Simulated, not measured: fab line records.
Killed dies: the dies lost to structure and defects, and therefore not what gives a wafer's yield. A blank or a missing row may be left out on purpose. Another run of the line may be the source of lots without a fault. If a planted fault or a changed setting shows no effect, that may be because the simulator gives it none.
3 desks, one fault | flow n5 finfet | what lay behind the numbers comes last; until then each desk has only its own

THE METROLOGY DESK
Means of the sampled wafers that have a number, per lot and without regard to the tool the lot ran on: this is what the gauges read. A lot is out of limits, marked OUT, if its mean lies more than 4 standard deviations from the usual mean; the brackets give that distance.
Columns: A = cd nm at N5_BEOL_M13_CD_MEAS_28, usual 209.3 nm
lot  | first seen here | A
L780 | day 10 14:59    | 208.2
L782 | day 11 02:06    | 208.4
L781 | day 11 17:52    | 210.1
L783 | day 12 00:36    | 208.9
L786 | day 13 00:35    | 214.5 (+5.7) OUT
L789 | day 13 12:41    | 209.7
L788 | day 13 20:59    | 214.5 (+5.7) OUT
L791 | day 14 14:31    | 211.8
L795 | day 14 19:25    | 208.7
L800 | day 16 20:03    | 209.6
This desk's finding: out of limits on L786, L788; first on L786, day 13 00:35 (cd nm at N5_BEOL_M13_CD_MEAS_28). Within limits: L780, L782, L781, L783, L789, L791, L795, L800.

THE DEFECT DESK
Lot by lot, what the route's inspections counted, given as the mean of those sampled wafers with a number. A lot is out of limits, marked OUT, if its mean lies more than 4 standard deviations from the usual mean; the brackets give that distance.
Columns: A = raw defect count at N5_BEOL_M13_INSPECT_30, usual 2.0
lot  | first seen here | A
L780 | day 10 15:02    | 0.7
L782 | day 11 02:09    | 1.7
L781 | day 11 17:55    | 1.7
L783 | day 12 00:39    | 1.7
L786 | day 13 00:38    | 0.7
L789 | day 13 12:44    | 3.7
L788 | day 13 21:02    | 2.3
L791 | day 14 14:34    | 2.3
L795 | day 14 19:28    | 0.7
L800 | day 16 20:07    | 1.0
This desk's finding: nothing out of limits on any of the 10 lots.

FOR THE TOOL OWNER'S DESK: krf scanner-01
The tool's own readings at N5_BEOL_M13_EXPOSE_25 (exposes mask M13, target cd 210 nm): means of the sampled wafers that have a number, for each lot that ran on this tool. A lot is out of limits, marked OUT, if its mean lies more than 4 standard deviations from the usual mean; the brackets give that distance.
Columns: A = exposure dose mJ cm2 at N5_BEOL_M13_EXPOSE_25, usual 21.978
lot  | first seen here | A
L782 | day 11 01:56    | 21.964
L781 | day 11 17:42    | 21.965
L783 | day 12 00:26    | 21.979
L786 | day 13 00:25    | 22.978 (+48) OUT
L788 | day 13 20:49    | 22.763 (+37) OUT
L791 | day 14 14:20    | 22.628 (+31) OUT
This desk's finding: out of limits on L786, L788, L791; first on L786, day 13 00:25 (exposure dose mJ cm2 at N5_BEOL_M13_EXPOSE_25). Within limits: L782, L781, L783.

TAKEN TOGETHER
The tool owner's desk could have raised an alarm at day 13 00:25, on L786, L788, L791.
At day 13 00:35 the metrology desk could have sounded an alarm, on L786, L788.
Nothing out of limits was seen by the defect desk.
The metrology desk has L791 on record, within its limits.
The defect desk has L786, L788, L791 on record, within its limits.
Every lot named ran N5_BEOL_M13_EXPOSE_25 on krf scanner-01.

WHAT THE SIMULATOR HAD INSERTED
Process parameter drift: krf scanner-01, from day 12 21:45 on, at N5_BEOL_M13_EXPOSE_25. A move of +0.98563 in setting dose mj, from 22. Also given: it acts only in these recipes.
Lots struck among those shown: L786, L788, L791.
Fault start to first reading out of limits, in hours, per desk: tool owner, 3; metrology, 3.
